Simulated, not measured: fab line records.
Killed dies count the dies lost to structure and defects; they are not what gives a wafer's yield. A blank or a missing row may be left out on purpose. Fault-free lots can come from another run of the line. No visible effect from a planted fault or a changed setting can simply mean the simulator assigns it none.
fab line records	flow nand_harc
record: lots: 6	wafers: 17	last_day: 24
route steps=1159 shown A_CHANNEL_HOLE_D1@484 A_CHANNEL_FILL_D1@490 END@1159
lots that met no fault: taken from a fault-free run of the same line
start_h: start of the lot's first displayed wafer, in hours after the record's first day	wait_h: hours from the lot's prior step to this one	" same as the row above	L1.1+2: one row covering several wafers at once	- either no value or no given start	* or withheld: withheld	< > ~ a bound
route shown NAME@n: names a module that has steps shown in the file, with the first one's number in the route	usual: the fault-free wafers' mean and standard deviation	same: alike in all rows	chamber/n: place in a boat	sites: the reading at each site	_std_site: the values' standard deviation	_edge_site: outer sites' mean less inner sites'	radius_mm: for every site, how far away it sits from the centre of the wafer	mask NAME#n: copy n	behind: the tool/chamber that last shaped the wafer	hold: why the lot was held/for how many hours/how that ended	device: the n, p or np transistor that did not switch	end of line: the route-end tests of the same wafers	a step with no rows: only its recipe	killed: the dies lost at the first sort to structure and to defects; this is not the yield of the wafer	map: dies across one wafer; x = killed, . = not, _ = none there
set.NAME: the setting as run; set.NAME@STEP: as run at that earlier step	model.NAME: the simulator's own value behind a step, which no gauge read
a table for each step, a row for each wafer; lots at some steps of the route
services: when a tool's chamber went out of use (start_h, in hours from the record's first day, below 0 if earlier), for how many hours, and the reason
== steps ==
step: NHARC_A_CHANNEL_HOLE_D1_STRIP_27
recipe: o2_flow_sccm: 500	ar_flow_sccm: 0	bias_w: 0	chemistry: O2
usual: drypump_motor_current_A: 5.5/0.34	oes_product_au: 1.005/0.009	rf_vpp_V: 57.9/0.92	showerhead_plenum_p_Torr: 3.59/0.14	throttle_valve_pct: 17.036/0.0098
lot.wafer	tool	chamber	start_h	wait_h	drypump_motor_current_A	oes_product_au	rf_hours_counter_h	rf_vpp_V	showerhead_plenum_p_Torr	throttle_valve_pct
L781.1	rie_diel-07	1	-	-	5.2	0.989	10	58.4	3.71	17.029
L781.2	"	3	"	"	5.3	0.999	10	57.6	3.31	17.035
L781.6	"	2	"	"	5.8	1.008	-	57.8	3.68	17.034
L789.2	rie_diel-04	2	-	-	5.5	1.007	8	58.1	3.59	17.029
L789.3	"	3	"	"	6.4	1.016	9	58.1	3.68	17.029
L789.4	"	0	"	"	5.6	1.002	9	58.9	3.72	17.027
L790.3	rie_diel-04	0	-	-	5.6	1.000	10	57.1	3.72	17.037
L790.5	"	1	"	"	6.0	1.002	-	58.8	3.78	17.038
L790.6	"	2	"	"	5.5	1.012	-	58.6	3.59	17.019
L793.3	rie_diel-10	2	-	-	5.3	0.994	6	57.3	3.48	17.044
L793.5	"	1	"	"	5.2	1.006	-	58.9	3.71	17.046
L794.1	rie_diel-10	1	-	-	5.1	1.017	7	58.1	3.71	17.026
L794.3	"	2	"	"	5.3	1.008	7	57.2	3.48	17.024
L794.5	"	1	"	"	5.2	1.014	-	58.5	3.71	17.013
L801.3	rie_diel-07	0	-	-	5.1	0.996	5	57.9	3.60	17.047
L801.4	"	2	"	"	5.8	1.022	5	56.8	3.67	17.030
L801.5	"	0	"	"	5.1	0.995	-	57.7	3.60	17.057
step: NHARC_A_CHANNEL_HOLE_D1_PRECLEAN_28
recipe: time_s: *	temp_c: 50	bath_age_min: 0	chemistry: SC1
step: NHARC_A_CHANNEL_HOLE_D1_SRD_29
step: NHARC_A_CHANNEL_HOLE_D1_CD_MEAS_30
usual: cd_nm: 90.7/1.2
lot.wafer	tool	chamber	start_h	wait_h	cd_nm
L781.1	cd_sem-01	-	195.88	-	91.0
L781.2	"	-	"	"	90.5
L781.6	"	-	"	"	90.5
L789.2	cd_sem-01	-	245.29	-	90.2
L789.3	"	-	"	"	92.6
L789.4	"	-	"	"	92.9
L790.3	cd_sem-03	-	259.41	-	91.8
L790.5	"	-	"	"	91.8
L790.6	"	-	"	"	91.2
L793.3	cd_sem-02	-	273.69	-	90.1
L793.5	"	-	"	"	89.0
L794.1	cd_sem-02	-	282.07	-	88.8
L794.3	"	-	"	"	90.4
L794.5	"	-	"	"	89.5
L801.3	cd_sem-01	-	316.54	-	91.3
L801.4	"	-	"	"	90.0
L801.5	"	-	"	"	92.3
step: NHARC_A_CHANNEL_HOLE_D1_XSEM_31
recipe: landing_energy_ev: 35000
usual: bot_cd_nm: 75.3/1.3	bow_nm: 8.67/0.27	tilt_deg: 0.08/0.044
lot.wafer	tool	chamber	start_h	wait_h	bot_cd_nm	bow_nm	tilt_deg
L781.1	xsem-01	0	195.96	0.1	76.3	8.26	0.07
L781.2	"	0	"	"	75.9	8.23	0.07
L781.6	"	0	"	"	75.8	8.31	0.07
L789.2	xsem-01	0	245.38	0.1	74.3	8.79	0.07
L789.3	"	0	"	"	76.9	8.76	0.07
L789.4	"	0	"	"	76.7	8.80	0.07
L790.3	xsem-02	0	259.51	0.1	76.1	8.76	0.10
L790.5	"	0	"	"	76.7	8.89	0.09
L790.6	"	0	"	"	75.7	8.78	0.09
L793.3	xsem-01	0	273.78	0.1	75.4	9.10	0.13
L793.5	"	0	"	"	73.7	9.08	0.13
L794.1	xsem-01	0	282.15	0.1	73.8	8.59	-0.01
L794.3	"	0	"	"	75.5	8.54	-0.01
L794.5	"	0	"	"	74.1	8.50	-0.01
L801.3	xsem-02	0	316.63	0.1	76.1	8.50	0.06
L801.4	"	0	"	"	73.4	8.53	0.06
L801.5	"	0	"	"	75.6	8.52	0.06
step: NHARC_A_CHANNEL_HOLE_D1_INSPECT_40
usual: raw_defect_count: 61/22
lot.wafer	tool	chamber	start_h	wait_h	raw_defect_count
L781.1	defect_inspect-01	-	196.06	-	78
L781.2	"	-	"	"	53
L781.6	"	-	"	"	62
L789.2	defect_inspect-01	-	245.47	-	32
L789.3	"	-	"	"	48
L789.4	"	-	"	"	38
L790.3	defect_inspect-02	-	259.60	-	65
L790.5	"	-	"	"	40
L790.6	"	-	"	"	80
L793.3	defect_inspect-01	-	273.87	-	89
L793.5	"	-	"	"	76
L794.1	defect_inspect-01	-	282.25	-	52
L794.3	"	-	"	"	38
L794.5	"	-	"	"	33
L801.3	defect_inspect-02	-	316.73	-	76
L801.4	"	-	"	"	58
L801.5	"	-	"	"	82
step: NHARC_A_CHANNEL_FILL_D1_PRECLEAN_00
recipe: time_s: *	temp_c: 50	bath_age_min: 0	chemistry: SC1
step: NHARC_A_CHANNEL_FILL_D1_SRD_01
step: NHARC_A_CHANNEL_FILL_D1_ALD_02
recipe: target_thk_a: 60	pulse_time_s: 10	ald_cycles: 60	temp_c: 300	material: SiO2
usual: ald_cycles: 60/0	heater_power_w: 478/42	precursor_pulse_height_rel: 0.997/0.02
lot.wafer	tool	chamber	start_h	wait_h	ald_cycles	heater_power_w	precursor_pulse_height_rel
L781.2	ald_hk-02	2	201.01	-	60	534	1.004
L781.1	"	0	"	"	60	411	0.977
L781.6	"	2	"	"	60	544	1.013
L789.4	ald_hk-01	0	245.74	-	60	409	0.981
L789.2	"	1	"	"	60	459	1.008
L789.3	"	2	"	"	60	521	0.997
L790.3	ald_hk-04	2	260.23	-	60	448	0.975
L790.5	"	3	"	"	60	538	1.000
L790.6	"	0	"	"	60	521	0.982
L793.3	ald_hk-01	1	276.11	-	60	452	1.013
L793.5	"	3	"	"	60	498	0.995
L794.3	ald_hk-01	3	282.56	-	60	512	0.985
L794.1	"	1	"	"	60	446	1.028
L794.5	"	2	"	"	60	527	1.009
L801.4	ald_hk-02	2	316.96	0.1	60	527	0.991
L801.3	"	3	"	"	60	479	1.003
L801.5	"	3	"	"	60	480	1.009
step: NHARC_A_CHANNEL_FILL_D1_ALD_03
recipe: target_thk_a: 60	pulse_time_s: 60	ald_cycles: 58	temp_c: 630	pressure_torr: 2	material: SiNx
step: NHARC_A_CHANNEL_FILL_D1_ALD_14
recipe: target_thk_a: 25	pulse_time_s: 10	ald_cycles: 25	temp_c: 300	material: SiO2
usual: ald_cycles: 25/0	heater_power_w: 478/41	precursor_pulse_height_rel: 1.003/0.019
lot.wafer	tool	chamber	start_h	wait_h	ald_cycles	heater_power_w	precursor_pulse_height_rel
L781.2	ald_hk-04	2	208.44	0.2	25	438	0.970
L781.1	"	3	"	"	25	522	1.007
L781.6	"	1	"	"	25	500	1.007
L789.2	ald_hk-02	2	251.40	0.3	25	513	0.993
L789.3	"	3	"	"	25	445	0.997
L789.4	"	0	"	"	25	407	1.015
L790.3	ald_hk-01	1	267.24	0.0	25	450	0.985
L790.5	"	1	"	"	25	454	0.998
L790.6	"	2	"	"	25	532	0.973
L793.3	ald_hk-01	3	283.03	0.1	25	510	0.980
L793.5	"	3	"	"	25	514	1.014
L794.3	ald_hk-01	1	289.41	0.3	25	441	0.975
L794.1	"	2	"	"	25	523	0.974
L794.5	"	0	"	"	25	422	0.971
L801.4	ald_hk-01	1	324.05	0.1	25	453	0.988
L801.3	"	2	"	"	25	527	0.998
L801.5	"	0	"	"	25	419	0.986
step: NHARC_A_CHANNEL_FILL_D1_ALD_15
recipe: target_thk_a: 20	pulse_time_s: 60	ald_cycles: 19	temp_c: 630	pressure_torr: 2	material: SiNx
usual: ald_cycles: 19/0	precursor_pulse_height_rel: 0.999/0.02
lot.wafer	tool	chamber	start_h	wait_h	ald_cycles	precursor_pulse_height_rel
L781.1	ald_sin_batch-01	0	211.63	3.0	19	1.002
L781.2	"	0	"	"	19	0.974
L781.6	"	0	"	"	19	1.021
L789.2	ald_sin_batch-02	0	-	-	19	0.991
L789.3	"	0	"	"	19	1.002
L789.4	"	0	"	"	19	0.985
L790.3	ald_sin_batch-02	0	-	-	19	1.023
L790.5	"	0	"	"	19	0.980
L790.6	"	0	"	"	19	1.020
L793.3	ald_sin_batch-03	0	-	-	19	1.016
L793.5	"	0	"	"	19	0.976
L794.1	ald_sin_batch-01	0	-	-	19	0.969
L794.3	"	0	"	"	19	0.993
L794.5	"	0	"	"	19	1.022
L801.3	ald_sin_batch-02	0	-	-	19	1.032
L801.4	"	0	"	"	19	0.965
L801.5	"	0	"	"	19	0.958
step: NHARC_A_CHANNEL_FILL_D1_ALD_16
recipe: target_thk_a: 15	pulse_time_s: 10	ald_cycles: 15	temp_c: 300	material: SiO2
usual: ald_cycles: 15/0	heater_power_w: 475/42	precursor_pulse_height_rel: 0.999/0.018
lot.wafer	tool	chamber	start_h	wait_h	ald_cycles	heater_power_w	precursor_pulse_height_rel
L781.2	ald_hk-04	0	213.91	0.3	15	505	1.016
L781.1	"	1	"	"	15	487	0.960
L781.6	"	3	"	"	15	525	1.000
L789.2	ald_hk-01	2	256.34	0.1	15	525	0.993
L789.4	"	3	"	"	15	508	1.019
L789.3	"	0	"	"	15	422	1.037
L790.3	ald_hk-01	0	272.63	0.3	19	406	0.972
L790.5	"	3	"	"	19	501	1.016
L790.6	"	0	"	"	15	412	1.022
L793.3	ald_hk-01	2	288.21	0.1	19	527	1.006
L793.5	"	1	"	"	19	450	1.020
L794.1	ald_hk-04	3	294.29	0.0	15	508	1.001
L794.3	"	2	"	"	15	441	0.988
L794.5	"	3	"	"	15	512	0.986
L801.3	ald_hk-04	1	329.21	0.0	15	482	0.954
L801.4	"	2	"	"	15	448	1.005
L801.5	"	2	"	"	15	439	1.011
step: NHARC_A_CHANNEL_FILL_D1_ANNEAL_17
recipe: temp_c: 850	time_s: 1800
step: NHARC_END_SORT_01
recipe: temp_c: 25
usual: killed_at_array: 29/8.4	killed_at_other: 0.7/1.2	killed_at_periphery: 3.8/2.1	killed_dies: 33/9	killed_open: 3.4/2	killed_short: 2.1/1.4
same: gross_dies: 677
lot.wafer	tool	chamber	start_h	wait_h	killed_at_array	killed_at_other	killed_at_periphery	killed_dies	killed_open	killed_short
L781.1	prober-01	0	479.84	2.5	33	0	0	33	3	2
L781.2	prober-01	0	480.64	2.8	44	0	1	45	2	4
L781.6	prober-01	0	483.86	4.0	36	0	3	39	5	1
L789.2	prober-02	0	519.68	2.8	24	0	7	31	1	1
L789.3	prober-02	0	520.48	3.1	21	0	1	22	4	1
L789.4	prober-02	0	521.27	3.4	31	0	2	33	2	2
L790.3	prober-01	0	528.34	3.1	21	2	2	25	1	1
L790.5	prober-01	0	529.95	3.7	23	2	5	30	6	1
L790.6	prober-01	0	530.76	4.0	26	3	5	34	2	3
L793.3	prober-02	0	536.06	3.1	30	0	3	33	6	1
L793.5	prober-02	0	537.65	3.7	26	0	3	29	3	2
L794.1	prober-02	0	542.27	2.5	22	2	3	27	8	2
L794.3	prober-02	0	543.85	3.1	14	1	4	19	2	3
L794.5	prober-02	0	545.43	3.7	13	3	5	21	2	1
L801.3	prober-02	0	567.06	3.1	21	0	7	28	4	2
L801.4	prober-02	0	567.86	3.4	23	0	3	26	2	0
L801.5	prober-02	0	568.66	3.7	25	0	1	26	3	1
killed by level:class
L781.1 A_CHANNEL_HOLE_D1:chamber_film_flake=15 A_SLIT:chamber_film_flake=8 A_CONTACT:chamber_film_flake=3 A_STAIRCASE:chamber_film_flake=2 A_ONON_D1:geometric_particle:short=1 A_ONON_D1:geometric_particle:open=1 A_CHANNEL_HOLE_D1:geometric_particle:open=1 A_CONTACT:geometric_particle:open=1
L781.2 A_CHANNEL_HOLE_D1:chamber_film_flake=15 A_SLIT:chamber_film_flake=12 A_SGD_CUT:chamber_film_flake=4 A_STAIRCASE:chamber_film_flake=3 A_CONTACT:chamber_film_flake=3 A_CHANNEL_HOLE_D1:geometric_particle:short=2 A_SOURCE_PLATE:geometric_particle:short=1 A_CHANNEL_FILL_D1:geometric_particle:short=1
L781.6 A_CHANNEL_HOLE_D1:chamber_film_flake=14 A_SLIT:chamber_film_flake=7 A_CONTACT:chamber_film_flake=7 A_CONTACT:geometric_particle:open=2 A_CHANNEL_FILL_D1:geometric_particle:open=1 A_WL_FILL:geometric_particle:open=1 P_BONDPAD:chamber_film_flake=1 A_M0:geometric_particle:open=1
L789.2 A_SLIT:chamber_film_flake=14 A_CONTACT:chamber_film_flake=7 P_CONTACT:chamber_film_flake=5 A_CHANNEL_HOLE_D1:chamber_film_flake=2 P_GATE:geometric_particle:open=1 P_CONTACT:geometric_particle:short=1 A_STAIRCASE:chamber_film_flake=1
L789.3 A_SLIT:chamber_film_flake=10 A_CONTACT:chamber_film_flake=3 A_ONON_D1:geometric_particle:open=2 A_CHANNEL_HOLE_D1:chamber_film_flake=2 A_CHANNEL_FILL_D1:geometric_particle:open=1 A_WL_FILL:geometric_particle:short=1 A_M1:geometric_particle:open=1 P_CONTACT:chamber_film_flake=1
L789.4 A_SLIT:chamber_film_flake=18 A_CHANNEL_HOLE_D1:chamber_film_flake=4 A_CONTACT:chamber_film_flake=3 P_M2:geometric_particle:short=1 A_ONON_D1:geometric_particle:open=1 A_CHANNEL_HOLE_D1:geometric_particle:short=1 A_SGD_CUT:geometric_particle:open=1 P_M0:chamber_film_flake=1
L790.3 A_CHANNEL_HOLE_D1:chamber_film_flake=12 A_STAIRCASE:chamber_film_flake=3 A_CONTACT:chamber_film_flake=3 P_GATE:chamber_film_flake=2 A_ONON_D1:geometric_particle:short=1 STARTING-WAFER:geometric_particle:open=1 A_WL_FILL:chamber_film_flake=1 A_M0:chamber_film_flake=1
L790.5 A_CHANNEL_HOLE_D1:chamber_film_flake=10 A_CONTACT:chamber_film_flake=5 P_GATE:chamber_film_flake=3 A_M0:geometric_particle:open=2 A_STAIRCASE:chamber_film_flake=2 THIN_TSV:chamber_film_flake=2 P_CONTACT:geometric_particle:short=1 A_CHANNEL_FILL_D1:geometric_particle:open=1
L790.6 A_CHANNEL_HOLE_D1:chamber_film_flake=14 A_CONTACT:chamber_film_flake=4 P_GATE:chamber_film_flake=3 A_STAIRCASE:chamber_film_flake=3 THIN_TSV:chamber_film_flake=3 A_ONON_D1:geometric_particle:short=2 A_CHANNEL_HOLE_D1:geometric_particle:open=1 A_WL_FILL:geometric_particle:short=1
L793.3 A_CHANNEL_HOLE_D1:chamber_film_flake=20 A_STAIRCASE:chamber_film_flake=4 A_CONTACT:geometric_particle:open=3 P_M0:geometric_particle:open=2 A_ZERO_WELL:chamber_film_flake=2 P_CONTACT:geometric_particle:open=1 A_CHANNEL_FILL_D1:geometric_particle:short=1
L793.5 A_CHANNEL_HOLE_D1:chamber_film_flake=16 A_M1:chamber_film_flake=3 A_STAIRCASE:chamber_film_flake=2 P_CONTACT:geometric_particle:open=1 P_M0:geometric_particle:open=1 A_CHANNEL_FILL_D1:geometric_particle:short=1 A_SGD_CUT:geometric_particle:short=1 A_WL_FILL:geometric_particle:open=1
L794.1 A_CHANNEL_HOLE_D1:chamber_film_flake=8 A_STAIRCASE:chamber_film_flake=3 A_WL_FILL:geometric_particle:open=2 A_WL_FILL:chamber_film_flake=2 THIN_TSV:chamber_film_flake=2 P_GATE:geometric_particle:open=1 P_CONTACT:geometric_particle:open=1 A_CHANNEL_HOLE_D1:geometric_particle:open=1
L794.3 A_WL_FILL:chamber_film_flake=5 A_CHANNEL_HOLE_D1:chamber_film_flake=4 A_CONTACT:chamber_film_flake=2 P_GATE:geometric_particle:open=1 P_CONTACT:geometric_particle:short=1 P_M0:geometric_particle:short=1 A_ONON_D1:geometric_particle:short=1 A_M1:geometric_particle:open=1
L794.5 A_CHANNEL_HOLE_D1:chamber_film_flake=5 P_GATE:chamber_film_flake=3 A_WL_FILL:chamber_film_flake=3 A_CONTACT:chamber_film_flake=2 THIN_TSV:chamber_film_flake=2 P_M1:geometric_particle:open=1 A_CONTACT:geometric_particle:open=1 A_CONTACT:geometric_particle:short=1
L801.3 A_CHANNEL_HOLE_D1:chamber_film_flake=5 A_CONTACT:chamber_film_flake=5 P_ZERO_WELL:chamber_film_flake=3 A_STAIRCASE:chamber_film_flake=3 A_WL_FILL:chamber_film_flake=2 A_BONDPAD:chamber_film_flake=2 P_GATE:geometric_particle:open=1 P_M0:geometric_particle:open=1
L801.4 A_CHANNEL_HOLE_D1:chamber_film_flake=13 A_STAIRCASE:chamber_film_flake=3 A_CONTACT:chamber_film_flake=3 P_GATE:chamber_film_flake=2 A_WL_FILL:chamber_film_flake=2 A_ONON_D1:geometric_particle:open=1 A_CONTACT:geometric_particle:open=1 P_ZERO_WELL:chamber_film_flake=1
L801.5 A_CONTACT:chamber_film_flake=10 A_CHANNEL_HOLE_D1:chamber_film_flake=7 A_STAIRCASE:chamber_film_flake=3 P_CONTACT:geometric_particle:short=1 A_CHANNEL_FILL_D1:geometric_particle:open=1 A_WL_FILL:geometric_particle:open=1 A_M0:geometric_particle:open=1 A_ZERO_WELL:chamber_film_flake=1
== services ==
tool	chamber	start_h	hours	kind
rie_diel-10	-	176.50	9.0	pm
ald_hk-04	-	194.74	10.0	pm
ald_hk-04	0	194.74	10.0	vent_cycle
ald_hk-04	1	194.74	10.0	vent_cycle
ald_hk-04	2	194.74	10.0	vent_cycle
rie_diel-07	-	228.20	9.0	pm
ald_hk-01	-	229.01	10.0	pm
ald_hk-01	0	229.01	10.0	vent_cycle
ald_hk-01	1	229.01	10.0	vent_cycle
ald_hk-01	2	229.01	10.0	vent_cycle
ald_hk-01	3	229.01	10.0	vent_cycle
ald_hk-01	0	239.01	-	clean
ald_hk-01	1	239.01	-	clean
ald_hk-01	2	239.01	-	clean
ald_hk-01	3	239.01	-	clean
rie_diel-10	2	243.70	1.2	repair
ald_hk-02	-	256.30	1.3	repair
rie_diel-04	-	260.52	0.2	repair
rie_diel-07	-	267.54	1.8	repair
rie_diel-04	0	280.58	4.6	repair
rie_diel-04	-	288.98	9.0	pm
rie_diel-10	0	297.69	8.5	repair
xsem-02	-	302.00	14.0	pm
ald_sin_batch-03	-	314.00	26.0	pm
== key ==
first_sign: step: NHARC_A_CHANNEL_FILL_D1_ALD_16	reading: ald_cycles	direction: up	sigmas: 99+	usual: 15	struck: 19
effect none on later readings
met_at NHARC_A_CHANNEL_FILL_D1_ALD_16
struck_wafers L790.3,L790.5,L793.3,L793.5
tester_left_out L790,L793
fault: kind: process_parameter_drift	tool: ald_hk-01	chamber: -	onset_h: 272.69	steps: NHARC_A_CHANNEL_FILL_D1_ALD_16	channel: ald_cycles	offset: 4	shape: step	end_h: 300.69	scope: struck_wafers_only	acts_in: these_recipes_only	stated: 15
tester_left_out: of these lots the tester's yield and bins aren't shown, on N5 and GAA mostly nor the transistor test; their killed dies are dies lost to structure and defects alone, not to doping, threshold or leakage, so they don't give the yield
